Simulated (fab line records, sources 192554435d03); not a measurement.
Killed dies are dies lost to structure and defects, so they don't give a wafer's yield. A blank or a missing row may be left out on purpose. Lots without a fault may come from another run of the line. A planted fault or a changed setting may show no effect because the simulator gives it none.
Which tool did it? | flow n5_finfet | 24 lots, 72 wafers sampled, at 6 steps of a route of 1938

WHAT THE GAUGES READ, wafer by wafer
N5_BEOL_M8_CD_MEAS_35: target cd 40 nm. Usual: cd_nm 39.8 nm, standard deviation 0.55.
lot  | measured     | on        | cd_nm (nm)     | flag
L075 | day 10 07:42 | cd_sem-02 | 40.1 40.4 40.8 |
L074 | day 10 07:20 | cd_sem-02 | 38.7 39.0 40.1 |
L076 | day 10 14:01 | cd_sem-02 | 40.6 40.8 40.3 |
L079 | day 10 20:26 | cd_sem-01 | 39.1 40.0 38.9 |
L077 | day 11 14:36 | cd_sem-03 | 39.6 39.6 39.0 |
L078 | day 11 14:50 | cd_sem-01 | 40.2 39.9 39.8 |
L081 | day 11 21:34 | cd_sem-01 | 39.4 39.9 39.5 |
L080 | day 12 06:04 | cd_sem-02 | 39.2 39.5 39.8 |
L082 | day 12 08:34 | cd_sem-02 | 39.5 39.4 39.7 |
L083 | day 12 08:41 | cd_sem-01 | 40.1 39.5 40.2 |
L084 | day 12 11:43 | cd_sem-02 | 39.7 40.0 39.6 |
L085 | day 12 17:55 | cd_sem-03 | 40.3 39.6 39.2 |
L086 | day 13 12:03 | cd_sem-03 | 39.2 39.6 39.4 |
L087 | day 13 18:52 | cd_sem-02 | 39.7 40.0 39.9 |
L089 | day 14 00:42 | cd_sem-02 | 39.9 40.0 39.4 |
L090 | day 14 00:59 | cd_sem-01 | 39.6 40.5 39.7 |
L088 | day 14 01:00 | cd_sem-02 | 39.9 40.8 40.2 |
L092 | day 14 08:55 | cd_sem-02 | 40.8 41.0 40.3 |
L091 | day 14 09:37 | cd_sem-03 | 40.1 39.2 40.1 |
L093 | day 14 22:16 | cd_sem-02 | 39.5 39.4 39.9 |
L094 | day 15 03:28 | cd_sem-01 | 41.1 40.4 39.6 |
L095 | day 15 09:25 | cd_sem-01 | 40.4 38.7 39.8 |
L096 | day 16 05:51 | cd_sem-03 | 40.0 40.1 40.2 |
L097 | day 17 11:22 | cd_sem-02 | 39.0 38.9 39.4 |

N5_BEOL_M8_INSPECT_58: inspects for defects (darkfield). Usual: raw_defect_count 69, standard deviation 22.
lot  | measured     | on                | raw_defect_count | flag
L075 | day 10 10:52 | defect_inspect-01 | 43 63 51         |
L074 | day 10 10:38 | defect_inspect-02 | 60 102 42        |
L076 | day 10 17:29 | defect_inspect-01 | 96 155 100       |
L079 | day 10 23:27 | defect_inspect-01 | 73 64 42         |
L077 | day 11 18:07 | defect_inspect-01 | 65 51 45         |
L078 | day 11 19:18 | defect_inspect-02 | 67 89 70         |
L081 | day 11 23:52 | defect_inspect-01 | 76 72 86         |
L080 | day 12 08:31 | defect_inspect-01 | 50 56 63         |
L082 | day 12 10:50 | defect_inspect-01 | 62 50 49         |
L083 | day 12 12:23 | defect_inspect-02 | 66 45 59         |
L084 | day 12 14:36 | defect_inspect-01 | 62 74 66         |
L085 | day 12 21:43 | defect_inspect-01 | 40 77 71         |
L086 | day 13 14:32 | defect_inspect-02 | 65 39 91         |
L087 | day 13 23:44 | defect_inspect-02 | 46 85 89         |
L089 | day 14 02:49 | defect_inspect-01 | 48 60 90         |
L090 | day 14 03:49 | defect_inspect-02 | 77 104 54        |
L088 | day 14 03:38 | defect_inspect-02 | 60 49 42         |
L092 | day 14 10:55 | defect_inspect-02 | 61 72 56         |
L091 | day 14 12:32 | defect_inspect-02 | 89 91 85         |
L093 | day 15 00:20 | defect_inspect-01 | 44 90 58         |
L094 | day 15 09:29 | defect_inspect-01 | 86 91 115        |
L095 | day 15 11:46 | defect_inspect-02 | 55 61 67         |
L096 | day 16 08:32 | defect_inspect-01 | 70 100 85        |
L097 | day 17 14:05 | defect_inspect-02 | 39 54 52         |

WHICH TOOL RAN EACH LOT (tool, then ch and the chambers of the sampled wafers, then the start)
lot  | N5_BEOL_M7_STRIP_80                           | N5_BEOL_M8_ILD_DEP_00           | N5_BEOL_M8_STRIP_67                | N5_BEOL_M8_TRENCH_ETCH_37
L075 | rie_diel-03 ch 1,2,3, day 10 00:36 or earlier | pecvd-02 ch 0,1,2, day 10 00:36 | rie_diel-02 ch 0,1,3, day 10 03:56 | rie_diel-04 ch 0,2,3, day 10 07:42 or earlier
L074 | rie_diel-03 ch 0,2,3, day 10 01:56 or earlier | pecvd-03 ch 0,1, day 10 01:56   | rie_diel-02 ch 0,1,3, day 10 04:11 | rie_diel-02 ch 0,1, day 10 07:20 or earlier
L076 | rie_diel-05 ch 0,3, day 10 08:19 or earlier   | pecvd-03 ch 0,1, day 10 08:19   | rie_diel-04 ch 0,2,3, day 10 10:56 | rie_diel-04 ch 0,2,3, day 10 14:01 or earlier
L079 | rie_diel-05 ch 0,1,3, day 10 17:02 or earlier | pecvd-03 ch 0,1, day 10 17:02   | rie_diel-01 ch 1,2,3, day 10 19:01 | rie_diel-04 ch 0,2, day 10 20:26 or earlier
L077 | rie_diel-05 ch 0,1,3, day 11 03:28 or earlier | pecvd-01 ch 0,1, day 11 03:28   | rie_diel-01 ch 0,2, day 11 08:20   | rie_diel-01 ch 0,2, day 11 14:36 or earlier
L078 | rie_diel-05 ch 1,2,3, day 11 05:17 or earlier | pecvd-03 ch 0,1,2, day 11 05:17 | rie_diel-02 ch 0,1,3, day 11 08:32 | rie_diel-04 ch 0,1,2, day 11 14:50 or earlier
L081 | rie_diel-05 ch 0,2, day 11 16:18 or earlier   | pecvd-03 ch 0,1,2, day 11 16:18 | rie_diel-01 ch 0,1,2, day 11 19:29 | rie_diel-04 ch 1,2,3, day 11 21:34 or earlier
L080 | rie_diel-06 ch 0,2,3, day 12 02:14 or earlier | pecvd-02 ch 0,1,2, day 12 02:14 | rie_diel-01 ch 0,2,3, day 12 04:26 | rie_diel-04 ch 0,2,3, day 12 06:04 or earlier
L082 | rie_diel-06 ch 2,3, day 12 03:17 or earlier   | pecvd-03 ch 1,2, day 12 03:17   | rie_diel-01 ch 0,3, day 12 06:26   | rie_diel-02 ch 0,1, day 12 08:34 or earlier
L083 | rie_diel-03 ch 1,2, day 12 03:50 or earlier   | pecvd-02 ch 0,1,2, day 12 03:50 | rie_diel-02 ch 0,1, day 12 06:49   | rie_diel-01 ch 1,2,3, day 12 08:41 or earlier
L084 | rie_diel-03 ch 0,2,3, day 12 08:23 or earlier | pecvd-03 ch 1,2, day 12 08:23   | rie_diel-01 ch 0,1,2, day 12 09:55 | rie_diel-02 ch 0,1, day 12 11:43 or earlier
L085 | rie_diel-06 ch 2,3, day 12 09:23 or earlier   | pecvd-01 ch 1,2, day 12 09:23   | rie_diel-02 ch 1,3, day 12 13:04   | rie_diel-01 ch 2,3, day 12 17:55 or earlier
L086 | rie_diel-06 ch 0,1,2, day 13 08:12 or earlier | pecvd-01 ch 0,2, day 13 08:12   | rie_diel-04 ch 0,2,3, day 13 09:56 | rie_diel-02 ch 0,1, day 13 12:03 or earlier
L087 | rie_diel-06 ch 1,2, day 13 15:00 or earlier   | pecvd-03 ch 0,2, day 13 15:00   | rie_diel-01 ch 2,3, day 13 16:41   | rie_diel-04 ch 0,3, day 13 18:52 or earlier
L089 | rie_diel-03 ch 0,1,3, day 13 16:05 or earlier | pecvd-03 ch 0,1,2, day 13 16:05 | rie_diel-04 ch 0,1,3, day 13 17:45 | rie_diel-01 ch 0,2,3, day 14 00:42 or earlier
L090 | rie_diel-03 ch 0,1,2, day 13 16:34 or earlier | pecvd-03 ch 0,1, day 13 16:34   | rie_diel-01 ch 0,2,3, day 13 18:45 | rie_diel-04 ch 2,3, day 14 00:59 or earlier
L088 | rie_diel-06 ch 0,1,3, day 13 18:44 or earlier | pecvd-03 ch 1,2, day 13 18:44   | rie_diel-02 ch 0,2,3, day 13 20:43 | rie_diel-02 ch 2,3, day 14 01:00 or earlier
L092 | rie_diel-05 ch 0,1, day 14 02:47 or earlier   | pecvd-03 ch 0,2, day 14 02:47   | rie_diel-01 ch 0,2,3, day 14 04:52 | rie_diel-01 ch 1,2,3, day 14 08:55 or earlier
L091 | rie_diel-03 ch 1,2,3, day 14 03:34 or earlier | pecvd-03 ch 0,1,2, day 14 03:34 | rie_diel-01 ch 1,2, day 14 05:21   | rie_diel-01 ch 0,1,2, day 14 09:37 or earlier
L093 | rie_diel-06 ch 0,2, day 14 19:01 or earlier   | pecvd-03 ch 1,2, day 14 19:01   | rie_diel-01 ch 0,1,3, day 14 20:48 | rie_diel-02 ch 1,3, day 14 22:16 or earlier
L094 | rie_diel-05 ch 1,2, day 14 22:25 or earlier   | pecvd-03 ch 0,1,2, day 14 22:25 | rie_diel-02 ch 0,1,2, day 14 23:57 | rie_diel-02 ch 2,3, day 15 03:28 or earlier
L095 | rie_diel-03 ch 0,1,2, day 15 01:03 or earlier | pecvd-01 ch 0,1, day 15 01:03   | rie_diel-01 ch 1,2, day 15 03:20   | rie_diel-02 ch 1,2,3, day 15 09:25 or earlier
L096 | rie_diel-05 ch 1,2,3, day 16 00:43 or earlier | pecvd-02 ch 0,1, day 16 00:43   | rie_diel-01 ch 0,1,2, day 16 03:31 | rie_diel-01 ch 0,3, day 16 05:51 or earlier
L097 | rie_diel-05 ch 1,2,3, day 17 06:05 or earlier | pecvd-03 ch 0,1,2, day 17 06:05 | rie_diel-04 ch 0,1,3, day 17 08:56 | rie_diel-04 ch 0,1,3, day 17 11:22 or earlier
- N5_BEOL_M7_STRIP_80: strips in N2/H2, time 10 s.
- N5_BEOL_M8_ILD_DEP_00: deposits SiCOH lowk from DEMS/porogen, target thk 179.75 nm, time 33.4 s.
- N5_BEOL_M8_STRIP_67: strips in CF4.
- N5_BEOL_M8_TRENCH_ETCH_37: etches SiCOH lowk in C4F6/O2, target depth 93.478 nm, time 31.2 s.

WHAT THE TOOLS THEMSELVES READ (means of the sampled wafers that have a number; where no wafer has one, the mark that the record gives instead)
N5_BEOL_M7_STRIP_80. Usual: drypump_motor_current_A 5.7 A, standard deviation 0.47; oes_product_au 0.77 a.u., standard deviation 0.061; rf_vpp_V 59.0 V, standard deviation 0.9; showerhead_plenum_p_Torr 2.52 Torr, standard deviation 0.084; throttle_valve_pct 23.55 %, standard deviation 0.3.
lot  | tool        | drypump_motor_current_A (A) | oes_product_au (a.u.) | rf_vpp_V (V) | showerhead_plenum_p_Torr (Torr) | throttle_valve_pct (%) | flag
L075 | rie_diel-03 | 5.6                         | 0.80                  | 59.7         | 2.52                            | 23.34                  |
L074 | rie_diel-03 | 5.6                         | 0.76                  | 59.6         | 2.54                            | 23.45                  |
L076 | rie_diel-05 | 5.8                         | 0.71                  | 58.6         | 2.52                            | 23.76                  |
L079 | rie_diel-05 | 6.1                         | 0.79                  | 58.7         | 2.51                            | 23.69                  |
L077 | rie_diel-05 | 6.1                         | 0.78                  | 59.8         | 2.51                            | 23.69                  |
L078 | rie_diel-05 | 5.8                         | 0.82                  | 59.5         | 2.53                            | 23.51                  |
L081 | rie_diel-05 | 5.1                         | 0.78                  | 59.7         | 2.55                            | 23.40                  |
L080 | rie_diel-06 | 5.9                         | 0.74                  | 59.0         | 2.60                            | 23.64                  |
L082 | rie_diel-06 | 5.8                         | 0.73                  | 59.1         | 2.60                            | 23.68                  |
L083 | rie_diel-03 | 5.9                         | 0.77                  | 59.1         | 2.43                            | 23.19                  |
L084 | rie_diel-03 | 5.5                         | 0.75                  | 59.1         | 2.54                            | 23.48                  |
L085 | rie_diel-06 | 5.9                         | 0.74                  | 59.4         | 2.57                            | 23.89                  |
L086 | rie_diel-06 | 5.8                         | 0.75                  | 58.8         | 2.51                            | 23.83                  |
L087 | rie_diel-06 | 5.9                         | 0.75                  | 58.0         | 2.48                            | 24.07                  |
L089 | rie_diel-03 | 5.3                         | 0.78                  | 59.4         | 2.54                            | 23.44                  |
L090 | rie_diel-03 | 5.7                         | 0.75                  | 59.1         | 2.46                            | 23.28                  |
L088 | rie_diel-06 | 5.7                         | 0.73                  | 59.6         | 2.53                            | 23.62                  |
L092 | rie_diel-05 | 6.2                         | 0.80                  | 59.6         | 2.48                            | 23.61                  |
L091 | rie_diel-03 | 5.5                         | 0.78                  | 58.1         | 2.50                            | 23.37                  |
L093 | rie_diel-06 | 5.9                         | 0.72                  | 58.8         | 2.60                            | 23.64                  |
L094 | rie_diel-05 | 5.4                         | 0.82                  | 59.7         | 2.53                            | 23.35                  |
L095 | rie_diel-03 | 5.7                         | 0.75                  | 59.0         | 2.46                            | 23.29                  |
L096 | rie_diel-05 | 5.8                         | 0.78                  | 58.9         | 2.52                            | 23.56                  |
L097 | rie_diel-05 | 5.8                         | 0.78                  | 59.7         | 2.51                            | 23.57                  |

N5_BEOL_M8_ILD_DEP_00. Usual: heater_power_w 330 W, standard deviation 58; showerhead_plenum_p_Torr 5.743 Torr, standard deviation 0.011; throttle_valve_pct 13.8 %, standard deviation 0.37.
lot  | tool     | heater_power_w (W) | showerhead_plenum_p_Torr (Torr) | throttle_valve_pct (%) | flag
L075 | pecvd-02 | 287                | 5.733                           | 13.6                   |
L074 | pecvd-03 | 322                | 5.740                           | 13.7                   |
L076 | pecvd-03 | 339                | 5.753                           | 13.8                   |
L079 | pecvd-03 | 378                | 5.749                           | 14.1                   |
L077 | pecvd-01 | 348                | 5.734                           | 13.9                   |
L078 | pecvd-03 | 322                | 5.748                           | 13.7                   |
L081 | pecvd-03 | 356                | 5.745                           | 13.7                   |
L080 | pecvd-02 | 308                | 5.738                           | 13.7                   |
L082 | pecvd-03 | 375                | 5.751                           | 13.9                   |
L083 | pecvd-02 | 306                | 5.732                           | 13.5                   |
L084 | pecvd-03 | 361                | 5.748                           | 13.9                   |
L085 | pecvd-01 | 291                | 5.740                           | 13.9                   |
L086 | pecvd-01 | 335                | 5.758                           | 13.6                   |
L087 | pecvd-03 | 285                | 5.739                           | 13.6                   |
L089 | pecvd-03 | 325                | 5.740                           | 13.7                   |
L090 | pecvd-03 | 400                | 5.743                           | 14.1                   |
L088 | pecvd-03 | 279                | 5.742                           | 13.6                   |
L092 | pecvd-03 | 313                | 5.741                           | 13.5                   |
L091 | pecvd-03 | 332                | 5.749                           | 13.6                   |
L093 | pecvd-03 | 304                | 5.737                           | 13.8                   |
L094 | pecvd-03 | 325                | 5.739                           | 13.8                   |
L095 | pecvd-01 | 339                | 5.739                           | 13.9                   |
L096 | pecvd-02 | 272                | 5.738                           | 13.8                   |
L097 | pecvd-03 | 354                | 5.745                           | 14.0                   |

N5_BEOL_M8_STRIP_67. Usual: drypump_motor_current_A 5.5 A, standard deviation 0.51; oes_product_au 0.80 a.u., standard deviation 0.079; rf_vpp_V 271.5 V, standard deviation 1.6; showerhead_plenum_p_Torr 1.82 Torr, standard deviation 0.061; throttle_valve_pct 13.50 %, standard deviation 0.18.
lot  | tool        | drypump_motor_current_A (A) | oes_product_au (a.u.) | rf_vpp_V (V) | showerhead_plenum_p_Torr (Torr) | throttle_valve_pct (%) | flag
L075 | rie_diel-02 | 5.5                         | 0.73                  | 271.1        | 1.79                            | 13.57                  |
L074 | rie_diel-02 | 5.5                         | 0.73                  | 270.1        | 1.79                            | 13.58                  |
L076 | rie_diel-04 | 5.8                         | 0.81                  | 270.9        | 1.81                            | 13.44                  |
L079 | rie_diel-01 | 5.5                         | 0.87                  | 272.2        | 1.85                            | 13.38                  |
L077 | rie_diel-01 | 5.4                         | 0.76                  | 271.6        | 1.81                            | 13.61                  |
L078 | rie_diel-02 | 5.5                         | 0.81                  | 272.3        | 1.79                            | 13.40                  |
L081 | rie_diel-01 | 5.5                         | 0.83                  | 271.6        | 1.81                            | 13.51                  |
L080 | rie_diel-01 | 5.4                         | 0.78                  | 272.3        | 1.85                            | 13.49                  |
L082 | rie_diel-01 | 4.9                         | 0.78                  | 272.5        | 1.85                            | 13.47                  |
L083 | rie_diel-02 | 5.6                         | 0.74                  | 270.9        | 1.74                            | 13.58                  |
L084 | rie_diel-01 | 5.5                         | 0.82                  | 271.4        | 1.81                            | 13.51                  |
L085 | rie_diel-02 | 5.6                         | 0.80                  | 270.3        | 1.76                            | 13.39                  |
L086 | rie_diel-04 | 5.7                         | 0.78                  | 270.0        | 1.80                            | 13.50                  |
L087 | rie_diel-01 | 5.4                         | 0.81                  | 271.7        | 1.88                            | 13.40                  |
L089 | rie_diel-04 | 6.0                         | 0.75                  | 272.3        | 1.83                            | 13.64                  |
L090 | rie_diel-01 | 5.4                         | 0.77                  | 272.5        | 1.84                            | 13.53                  |
L088 | rie_diel-02 | 5.6                         | 0.83                  | 271.2        | 1.84                            | 13.42                  |
L092 | rie_diel-01 | 5.4                         | 0.78                  | 271.7        | 1.84                            | 13.53                  |
L091 | rie_diel-01 | 6.0                         | 0.83                  | 272.4        | 1.84                            | 13.45                  |
L093 | rie_diel-01 | 5.0                         | 0.79                  | 271.2        | 1.80                            | 13.55                  |
L094 | rie_diel-02 | 5.6                         | 0.78                  | 271.8        | 1.80                            | 13.60                  |
L095 | rie_diel-01 | 5.7                         | 0.85                  | 271.0        | 1.81                            | 13.46                  |
L096 | rie_diel-01 | 5.5                         | 0.79                  | 270.1        | 1.80                            | 13.60                  |
L097 | rie_diel-04 | 6.0                         | 0.80                  | 271.8        | 1.82                            | 13.49                  |

N5_BEOL_M8_TRENCH_ETCH_37. Usual: C4F6_flow_sccm 10.00 sccm, standard deviation 0.03; drypump_motor_current_A 5.6 A, standard deviation 0.4; oes_product_au 0.79 a.u., standard deviation 0.083; rf_vpp_V 664 V, standard deviation 11; showerhead_plenum_p_Torr 2.87 Torr, standard deviation 0.094; throttle_valve_pct 20.85 %, standard deviation 0.17.
lot  | tool        | C4F6_flow_sccm (sccm) | drypump_motor_current_A (A) | oes_product_au (a.u.) | rf_vpp_V (V) | showerhead_plenum_p_Torr (Torr) | throttle_valve_pct (%) | flag
L075 | rie_diel-04 | 10.02                 | 5.7                         | 0.82                  | 665          | 2.88                            | 20.80                  |
L074 | rie_diel-02 | 10.00                 | 5.5                         | 0.75                  | 662          | 2.78                            | 20.88                  |
L076 | rie_diel-04 | 9.98                  | 5.7                         | 0.80                  | 666          | 2.88                            | 20.79                  |
L079 | rie_diel-04 | 10.01                 | 5.7                         | 0.86                  | 671          | 2.92                            | 20.69                  |
L077 | rie_diel-01 | 9.99                  | 5.4                         | 0.75                  | 680          | 2.89                            | 21.03                  |
L078 | rie_diel-04 | 10.00                 | 6.0                         | 0.79                  | 660          | 2.89                            | 20.84                  |
L081 | rie_diel-04 | 9.99                  | 6.0                         | 0.74                  | 651          | 2.85                            | 20.96                  |
L080 | rie_diel-04 | 10.00                 | 5.8                         | 0.79                  | 664          | 2.87                            | 20.81                  |
L082 | rie_diel-02 | 10.02                 | 5.5                         | 0.74                  | 662          | 2.77                            | 20.93                  |
L083 | rie_diel-01 | 9.99                  | 5.5                         | 0.85                  | 672          | 2.93                            | 20.75                  |
L084 | rie_diel-02 | 10.05                 | 5.4                         | 0.71                  | 658          | 2.80                            | 20.94                  |
L085 | rie_diel-01 | 9.97                  | 5.4                         | 0.82                  | 665          | 2.99                            | 20.74                  |
L086 | rie_diel-02 | 9.97                  | 5.4                         | 0.72                  | 658          | 2.80                            | 20.94                  |
L087 | rie_diel-04 | 10.01                 | 5.8                         | 0.75                  | 667          | 2.88                            | 20.85                  |
L089 | rie_diel-01 | 9.96                  | 5.4                         | 0.77                  | 673          | 2.93                            | 20.90                  |
L090 | rie_diel-04 | 10.01                 | 5.8                         | 0.75                  | 655          | 2.79                            | 20.93                  |
L088 | rie_diel-02 | 10.00                 | 5.8                         | 0.91                  | 661          | 2.96                            | 20.67                  |
L092 | rie_diel-01 | 10.01                 | 5.5                         | 0.83                  | 671          | 2.92                            | 20.78                  |
L091 | rie_diel-01 | 9.98                  | 5.5                         | 0.80                  | 677          | 2.87                            | 20.91                  |
L093 | rie_diel-02 | 10.03                 | 5.6                         | 0.78                  | 665          | 2.79                            | 20.82                  |
L094 | rie_diel-02 | 10.00                 | 5.7                         | 0.89                  | 661          | 2.95                            | 20.68                  |
L095 | rie_diel-02 | 9.94                  | 5.7                         | 0.83                  | 661          | 2.89                            | 20.81                  |
L096 | rie_diel-01 | 10.01                 | 4.9                         | 0.72                  | 671          | 2.86                            | 20.98                  |
L097 | rie_diel-04 | 10.01                 | 6.0                         | 0.79                  | 660          | 2.89                            | 20.81                  |

THE ANSWER, worked out from the rows above alone
Rule: a lot is off if the mean of its wafers that have a number lies more than 3 standard deviations from the usual mean. A lot without any number at a reading at which 4 lots or more have one is off too. The other lots that the step has rows for count as sound. The gauges are gone through in route order, then the tools' own readings, and for those a lot's mean is taken as printed above. The first step at which some lot is off is used, and at that step the reading that is off furthest; a lot without a number counts as furthest.
No lot is off at any reading shown: from this, nothing can be told.

WHAT THE SIMULATOR HAD PUT IN
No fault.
